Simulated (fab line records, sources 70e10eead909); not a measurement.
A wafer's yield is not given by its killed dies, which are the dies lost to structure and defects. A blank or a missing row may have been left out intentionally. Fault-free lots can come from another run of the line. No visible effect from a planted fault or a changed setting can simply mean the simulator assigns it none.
fab line records -- flow nand_harc
record lots=12, wafers=36, last_day=31
route steps=1302 shown A_STAIRCASE@719 END@1302
lots untouched by any fault: they come from a run of this same line in which no faults occurred
start_h: start of the lot's first displayed wafer, in hours after the record's first day -- wait_h: hours from the lot's prior step to this one -- " the same as in the row above -- L1.1+2: one row covering several wafers at once -- - no value, or no start given -- * or withheld: withheld -- < > ~ a bound
route shown NAME@n: NAME is a module with steps in the file, n the number in the route of the first one -- usual: mean and standard deviation over wafers with no fault -- same: alike in all rows -- chamber/n: place in a boat -- sites: the reading at each site -- _std_site: their standard deviation -- _edge_site: mean of outer sites minus mean of inner sites -- radius_mm: how far each site lies from the wafer's centre -- mask NAME#n: copy n -- behind: the most recent tool/chamber to have shaped the wafer -- hold: why the lot went on hold/how many hours it stayed there/how the hold came to an end -- device: transistor that didn't switch, given as n, p or np -- end of line: tests run on the same wafers once the route is complete -- a step given without rows: its recipe and nothing more -- killed: dies that structure and defects cost at the first sort, which is not the same as the wafer's yield -- map: shows each die of a wafer: x if killed, . if not, _ if none is there
set.NAME: the setting as run; set.NAME@STEP: as run at that earlier step -- model.NAME: the simulator's own value behind a step, which no gauge read
one table for each step of the route and one row for each wafer, over a sample of lots
services: when a tool's chamber went out of use (start_h, in hours from the record's first day, below 0 if earlier), for how many hours, and the reason
## steps
# step NHARC_A_STAIRCASE_STRIP_205
# recipe power_w=1500, temp_c=250, chemistry=O2
# usual drypump_motor_current_A=5.45/0.29, heater_power_w=310/21, temp_c=250.00/0.18
lot.wafer,tool,chamber,start_h,wait_h,drypump_motor_current_A,heater_power_w,rf_hours_counter_h,temp_c
L451.1,plasma_asher-02,1,368.00,0.1,4.95,310,22,250.21
L451.4,plasma_asher-02,0,368.00,0.1,5.63,291,-,249.73
L451.5,plasma_asher-02,0,368.00,0.1,5.65,287,-,249.64
L455.1,plasma_asher-02,0,398.89,0.1,5.66,287,28,250.22
L455.2,plasma_asher-02,1,398.89,0.1,4.92,314,28,249.63
L455.4,plasma_asher-02,0,398.89,0.1,5.64,291,-,250.10
L456.4,plasma_asher-01,0,414.90,0.2,5.39,300,-,250.05
L456.6,plasma_asher-01,1,414.90,0.2,5.72,339,-,249.82
L456.5,plasma_asher-01,0,414.90,0.2,5.37,291,-,249.80
L458.1,plasma_asher-01,0,425.22,0.1,5.39,298,17,249.91
L458.2,plasma_asher-01,1,425.22,0.1,5.73,341,17,249.87
L458.4,plasma_asher-01,1,425.22,0.1,5.72,338,-,249.95
L459.2,plasma_asher-01,1,448.53,0.1,5.73,336,23,250.23
L459.4,plasma_asher-01,1,448.53,0.1,5.73,332,-,249.94
L459.3,plasma_asher-01,0,448.53,0.1,5.38,293,-,250.01
L460.1,plasma_asher-02,0,455.15,0.1,5.64,285,2,250.04
L460.3,plasma_asher-02,1,455.15,0.1,4.91,318,-,249.77
L460.5,plasma_asher-02,0,455.15,0.1,5.64,272,-,249.92
L461.2,plasma_asher-01,0,470.29,0.1,5.39,298,27,250.02
L461.3,plasma_asher-01,0,470.29,0.1,5.38,292,-,250.01
L461.6,plasma_asher-01,1,470.29,0.1,5.73,337,-,250.06
L462.4,plasma_asher-01,0,476.12,0.2,5.40,295,-,249.99
L462.3,plasma_asher-01,1,476.12,0.2,5.72,328,-,249.98
L462.5,plasma_asher-01,1,476.12,0.2,5.72,333,-,249.95
L463.2,plasma_asher-02,1,495.80,0.1,4.91,322,11,250.16
L463.4,plasma_asher-02,0,495.80,0.1,5.65,285,-,249.89
L463.5,plasma_asher-02,1,495.80,0.1,4.91,320,-,249.89
L466.1,plasma_asher-02,0,523.82,0.1,5.62,274,18,249.55
L466.6,plasma_asher-02,0,523.82,0.1,5.63,280,-,249.85
L466.5,plasma_asher-02,1,523.82,0.1,4.94,323,-,249.77
L467.4,plasma_asher-02,1,534.48,0.2,4.94,311,-,250.35
L467.3,plasma_asher-02,0,534.48,0.2,5.63,285,-,250.15
L467.6,plasma_asher-02,1,534.48,0.2,4.91,315,-,249.97
L468.1,plasma_asher-01,0,534.74,0.1,5.36,298,2,250.02
L468.3,plasma_asher-01,0,534.74,0.1,5.40,298,-,249.95
L468.6,plasma_asher-01,0,534.74,0.1,5.39,290,-,250.11
# step NHARC_A_STAIRCASE_ETCH_232
# recipe target_depth_a=1000, time_s=40.5, ion_energy_ev=400, c4f8_flow_sccm=20, o2_flow_sccm=10, ar_flow_sccm=withheld, rf_w=600, bias_w=1000, chemistry=C4F8/O2
# usual oes_product_au=0.944/0.01, rf_fwd_power_W=592/3.4, rf_vpp_V=894/4.9
lot.wafer,tool,chamber,start_h,wait_h,oes_product_au,rf_fwd_power_W,rf_hours_counter_h,rf_vpp_V
L451.1,rie_diel-10,0,-,-,0.951,593,40,897
L451.4,rie_diel-10,1,-,-,0.954,594,-,893
L451.5,rie_diel-10,0,-,-,0.939,595,-,895
L455.2,rie_diel-10,0,-,-,0.930,591,49,895
L455.1,rie_diel-10,1,-,-,0.936,592,49,891
L455.4,rie_diel-10,2,-,-,0.939,592,44,888
L456.4,rie_diel-10,0,-,-,0.953,591,53,897
L456.6,rie_diel-10,0,-,-,0.940,590,-,896
L456.5,rie_diel-10,1,-,-,0.940,590,-,892
L458.2,rie_diel-04,0,-,-,0.957,590,22,904
L458.4,rie_diel-04,1,-,-,0.959,595,18,889
L458.1,rie_diel-04,2,-,-,0.940,593,18,894
L459.3,rie_diel-04,1,-,-,0.945,594,26,887
L459.2,rie_diel-04,2,-,-,0.930,596,24,892
L459.4,rie_diel-04,3,-,-,0.945,596,28,899
L460.1,rie_diel-07,3,-,-,0.950,584,62,891
L460.3,rie_diel-07,0,-,-,0.938,590,62,903
L460.5,rie_diel-07,2,-,-,0.935,589,-,894
L461.2,rie_diel-10,2,-,-,0.976,594,10,889
L461.3,rie_diel-10,3,-,-,0.949,593,11,892
L461.6,rie_diel-10,0,-,-,0.953,596,-,895
L462.3,rie_diel-04,1,-,-,0.937,596,41,887
L462.4,rie_diel-04,3,-,-,0.944,591,39,898
L462.5,rie_diel-04,0,-,-,0.945,586,-,905
L463.2,rie_diel-07,3,-,-,0.939,586,4,890
L463.4,rie_diel-07,0,-,-,0.941,591,3,902
L463.5,rie_diel-07,3,-,-,0.935,586,-,889
L466.1,rie_diel-07,2,-,-,0.929,586,12,894
L466.6,rie_diel-07,3,-,-,0.946,586,-,891
L466.5,rie_diel-07,0,-,-,0.945,590,-,901
L468.3,rie_diel-07,0,-,-,0.948,590,19,903
L468.1,rie_diel-07,3,-,-,0.935,584,20,891
L468.6,rie_diel-07,0,-,-,0.947,591,-,901
L467.4,rie_diel-10,1,-,-,0.941,593,39,892
L467.3,rie_diel-10,3,-,-,0.937,597,30,890
L467.6,rie_diel-10,0,-,-,0.946,592,-,897
# step NHARC_A_STAIRCASE_ETCH_234
# recipe target_depth_a=1000, time_s=40.5, ion_energy_ev=400, c4f8_flow_sccm=20, o2_flow_sccm=10, ar_flow_sccm=withheld, rf_w=600, bias_w=1000, chemistry=C4F8/O2
# usual oes_product_au=0.945/0.0095, rf_fwd_power_W=592/3.5, rf_vpp_V=894/5
lot.wafer,tool,chamber,start_h,wait_h,oes_product_au,rf_fwd_power_W,rf_hours_counter_h,rf_vpp_V
L451.1,rie_diel-10,1,371.58,-,0.960,593,39,892
L451.5,rie_diel-10,2,371.58,-,0.954,595,-,887
L451.4,rie_diel-10,0,371.58,-,0.946,595,-,896
L455.1,rie_diel-10,0,402.28,-,0.943,594,49,896
L455.4,rie_diel-10,1,402.28,-,0.948,591,49,891
L455.2,rie_diel-10,3,402.28,-,0.953,592,28,891
L456.4,rie_diel-10,2,417.92,-,0.953,594,50,890
L456.6,rie_diel-10,0,417.92,-,0.942,593,-,897
L456.5,rie_diel-10,1,417.92,-,0.962,592,-,892
L458.2,rie_diel-04,3,428.75,-,0.964,590,22,898
L458.1,rie_diel-04,0,428.75,-,0.956,590,22,906
L458.4,rie_diel-04,2,428.75,-,0.946,597,18,893
L459.3,rie_diel-04,1,451.93,-,0.951,594,26,889
L459.4,rie_diel-04,3,451.93,-,0.953,593,28,899
L459.2,rie_diel-04,0,451.93,-,0.937,590,30,905
L460.3,rie_diel-07,1,461.29,-,0.939,593,61,893
L460.1,rie_diel-07,3,461.29,-,0.938,588,62,891
L460.5,rie_diel-07,1,461.29,-,0.935,595,-,892
L461.2,rie_diel-10,1,473.53,-,0.952,591,13,892
L461.3,rie_diel-10,0,473.53,-,0.951,597,14,896
L461.6,rie_diel-10,2,473.53,-,0.960,595,-,888
L462.3,rie_diel-04,1,479.20,-,0.946,595,41,888
L462.4,rie_diel-04,2,479.20,-,0.955,596,39,893
L462.5,rie_diel-04,3,479.20,-,0.951,592,-,898
L463.2,rie_diel-07,0,499.05,-,0.938,587,3,902
L463.4,rie_diel-07,1,499.05,-,0.932,594,3,894
L463.5,rie_diel-07,2,499.05,-,0.944,585,-,894
L466.1,rie_diel-07,1,527.28,-,0.787,596,11,893
L466.6,rie_diel-07,2,527.28,-,0.929,587,-,891
L466.5,rie_diel-07,3,527.28,-,0.955,589,-,891
L468.1,rie_diel-07,0,539.81,-,0.956,593,19,903
L468.3,rie_diel-07,1,539.81,-,0.796,594,16,893
L468.6,rie_diel-07,3,539.81,-,0.933,586,-,891
L467.4,rie_diel-10,3,540.53,-,0.933,594,30,890
L467.3,rie_diel-10,0,540.53,-,0.932,594,37,896
L467.6,rie_diel-10,0,540.53,-,0.951,595,-,895
# step NHARC_A_STAIRCASE_STRIP_238
# recipe power_w=1500, temp_c=250, chemistry=O2
# usual drypump_motor_current_A=5.4/0.32, heater_power_w=308/21, temp_c=249.98/0.17
lot.wafer,tool,chamber,start_h,wait_h,drypump_motor_current_A,heater_power_w,rf_hours_counter_h,temp_c
L451.1,plasma_asher-02,1,372.04,0.1,4.9,308,23,249.93
L451.4,plasma_asher-02,0,372.04,0.1,5.6,291,-,250.05
L451.5,plasma_asher-02,0,372.04,0.1,5.7,292,-,250.06
L455.2,plasma_asher-01,0,402.70,0.1,5.4,295,11,250.14
L455.1,plasma_asher-01,1,402.70,0.1,5.7,329,11,250.00
L455.4,plasma_asher-01,1,402.70,0.1,5.7,334,-,249.97
L456.4,plasma_asher-02,0,418.41,0.2,5.6,290,-,250.14
L456.6,plasma_asher-02,0,418.41,0.2,5.6,293,-,250.18
L456.5,plasma_asher-02,1,418.41,0.2,4.9,312,-,250.10
L458.2,plasma_asher-01,0,429.16,0.1,5.4,302,17,250.00
L458.1,plasma_asher-01,1,429.16,0.1,5.7,335,17,250.08
L458.4,plasma_asher-01,1,429.16,0.1,5.7,343,-,250.07
L459.2,plasma_asher-01,1,452.35,0.1,5.7,331,23,249.84
L459.4,plasma_asher-01,1,452.35,0.1,5.7,341,-,250.01
L459.3,plasma_asher-01,0,452.35,0.1,5.4,303,-,249.87
L460.1,plasma_asher-01,1,461.73,0.1,5.7,336,25,250.20
L460.3,plasma_asher-01,1,461.73,0.1,5.7,332,-,249.80
L460.5,plasma_asher-01,0,461.73,0.1,5.4,302,-,249.69
L461.2,plasma_asher-02,0,473.94,0.1,5.6,284,7,249.91
L461.3,plasma_asher-02,1,473.94,0.1,4.9,317,-,250.22
L461.6,plasma_asher-02,1,473.94,0.1,4.9,325,-,249.99
L462.4,plasma_asher-02,0,479.68,0.2,5.6,275,-,250.10
L462.3,plasma_asher-02,1,479.68,0.2,4.9,315,-,249.82
L462.5,plasma_asher-02,0,479.68,0.2,5.7,273,-,250.04
L463.2,plasma_asher-01,1,499.56,0.2,5.7,336,33,249.87
L463.4,plasma_asher-01,0,499.56,0.2,5.4,300,-,249.90
L463.5,plasma_asher-01,1,499.56,0.2,5.7,332,-,250.25
L466.1,plasma_asher-02,1,527.72,0.1,4.9,315,20,249.89
L466.6,plasma_asher-02,0,527.72,0.1,5.6,287,-,249.82
L466.5,plasma_asher-02,1,527.72,0.1,4.9,327,-,249.79
L468.1,plasma_asher-02,1,540.27,0.1,4.9,310,22,249.98
L468.3,plasma_asher-02,0,540.27,0.1,5.6,282,-,250.22
L468.6,plasma_asher-02,1,540.27,0.1,4.9,319,-,250.07
L467.4,plasma_asher-01,0,541.09,0.2,5.4,299,-,249.88
L467.3,plasma_asher-01,1,541.09,0.2,5.7,343,-,250.05
L467.6,plasma_asher-01,0,541.09,0.2,5.4,294,-,249.83
# step NHARC_END_SORT_01
# recipe temp_c=25
# usual killed_at_array=44/16, killed_at_other=0.6/1.1, killed_at_periphery=3.9/2.6, killed_dies=48/16, killed_open=3.1/1.9, killed_short=2.4/1.8
# same gross_dies=677
lot.wafer,tool,chamber,start_h,wait_h,killed_at_array,killed_at_other,killed_at_periphery,killed_dies,killed_open,killed_short
L466.1,prober-01,0,721.70,2.5,629,1,8,638,0,2
L466.5,prober-01,0,724.97,3.8,70,0,10,80,2,4
L466.6,prober-01,0,725.78,4.1,69,0,4,73,5,2
L468.1,prober-01,0,743.75,2.5,42,4,10,56,2,1
L468.3,prober-01,0,745.35,3.1,625,2,11,638,5,3
L468.6,prober-01,0,747.74,4.0,38,6,14,58,4,1
# killed by level:class
L466.1 A_STAIRCASE:area_etch=563 A_CHANNEL_HOLE_D1:chamber_film_flake=29 A_STAIRCASE:chamber_film_flake=14 A_SLIT:chamber_film_flake=12 A_CHANNEL_HOLE_D2:chamber_film_flake=9 P_M1:chamber_film_flake=4 P_STI:chamber_film_flake=2 P_CONTACT:chamber_film_flake=2
L466.5 A_CHANNEL_HOLE_D1:chamber_film_flake=31 A_SLIT:chamber_film_flake=13 A_CHANNEL_HOLE_D2:chamber_film_flake=10 A_STAIRCASE:chamber_film_flake=7 P_M1:chamber_film_flake=4 A_CONTACT:chamber_film_flake=3 P_STI:chamber_film_flake=2 P_CONTACT:chamber_film_flake=2
L466.6 A_CHANNEL_HOLE_D1:chamber_film_flake=19 A_SLIT:chamber_film_flake=13 A_CHANNEL_HOLE_D2:chamber_film_flake=11 A_STAIRCASE:chamber_film_flake=10 A_CONTACT:chamber_film_flake=4 P_M1:chamber_film_flake=3 A_M0:chamber_film_flake=3 A_CHANNEL_FILL_D2:chamber_film_flake=2
L468.1 A_CHANNEL_HOLE_D2:chamber_film_flake=14 P_CONTACT:chamber_film_flake=9 A_CONTACT:chamber_film_flake=6 A_CHANNEL_HOLE_D1:chamber_film_flake=5 A_SLIT:chamber_film_flake=5 A_STAIRCASE:chamber_film_flake=4 THIN_TSV:chamber_film_flake=4 A_ZERO_WELL:chamber_film_flake=2
L468.3 A_STAIRCASE:area_etch=586 A_CHANNEL_HOLE_D2:chamber_film_flake=14 P_CONTACT:chamber_film_flake=6 A_SLIT:chamber_film_flake=5 A_CONTACT:chamber_film_flake=3 A_CHANNEL_HOLE_D1:chamber_film_flake=3 P_ZERO_WELL:chamber_film_flake=2 A_ZERO_WELL:chamber_film_flake=2
L468.6 A_CHANNEL_HOLE_D2:chamber_film_flake=15 P_CONTACT:chamber_film_flake=11 THIN_TSV:chamber_film_flake=6 A_CHANNEL_HOLE_D1:chamber_film_flake=5 A_DECK1_JOINT:chamber_film_flake=5 A_STAIRCASE:chamber_film_flake=5 A_CONTACT:chamber_film_flake=3 A_SLIT:chamber_film_flake=2
## services
tool,chamber,start_h,hours,kind
rie_diel-10,2,348.90,2.8,repair
plasma_asher-01,0,351.04,-,clean
plasma_asher-01,1,351.04,-,clean
rie_diel-04,-,355.41,9.0,pm
rie_diel-07,0,364.85,8.3,repair
rie_diel-10,0,379.77,7.1,repair
rie_diel-07,1,408.63,3.9,repair
rie_diel-07,3,411.93,19.5,repair
rie_diel-10,-,419.56,9.0,pm
plasma_asher-02,-,431.39,9.0,pm
plasma_asher-02,0,431.39,9.0,vent_cycle
plasma_asher-02,1,431.39,9.0,vent_cycle
plasma_asher-02,0,440.39,-,clean
plasma_asher-02,1,440.39,-,clean
rie_diel-07,-,468.92,0.6,repair
rie_diel-07,-,471.23,9.0,pm
rie_diel-04,0,488.14,4.4,repair
rie_diel-04,1,492.65,4.0,repair
plasma_asher-01,-,519.04,9.0,pm
plasma_asher-01,0,519.04,9.0,vent_cycle
plasma_asher-01,1,519.04,9.0,vent_cycle
plasma_asher-01,0,528.04,-,clean
plasma_asher-01,1,528.04,-,clean
rie_diel-04,-,532.41,9.0,pm
## key
first_sign step=NHARC_A_STAIRCASE_ETCH_234, reading=oes_product_au, direction=down, sigmas=16, usual=0.945, struck=0.791
effect step=NHARC_END_SORT_01, reading=killed_at_array, direction=up, sigmas=37, usual=44, struck=627
more_kills_born_at NHARC_A_STAIRCASE_ETCH_234@rie_diel-07=1149
met_at NHARC_A_STAIRCASE_ETCH_234
struck_lots L466,L468
struck_wafers L466.1,L468.3
later_rows_left_out L466.1,L468.3
tester_left_out L466,L468
not_acting_at NHARC_A_STAIRCASE_STRIP_205,NHARC_A_STAIRCASE_ETCH_232,NHARC_A_STAIRCASE_STRIP_238
onset_between 499.05 527.28
fault kind=process_parameter_drift, tool=rie_diel-07, chamber=1, onset_h=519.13, steps=NHARC_A_STAIRCASE_ETCH_234, channel=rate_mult, offset=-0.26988, shape=step, end_h=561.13
# tester_left_out: of these lots the tester's yield and bins aren't shown, on N5 and GAA mostly nor the transistor test; their killed dies are dies lost to structure and defects alone, not to doping, threshold or leakage, so they don't give the yield
# later_rows_left_out: the simulator's readings of these wafers behind a module that went badly wrong aren't trusted and aren't shown, but for the sort
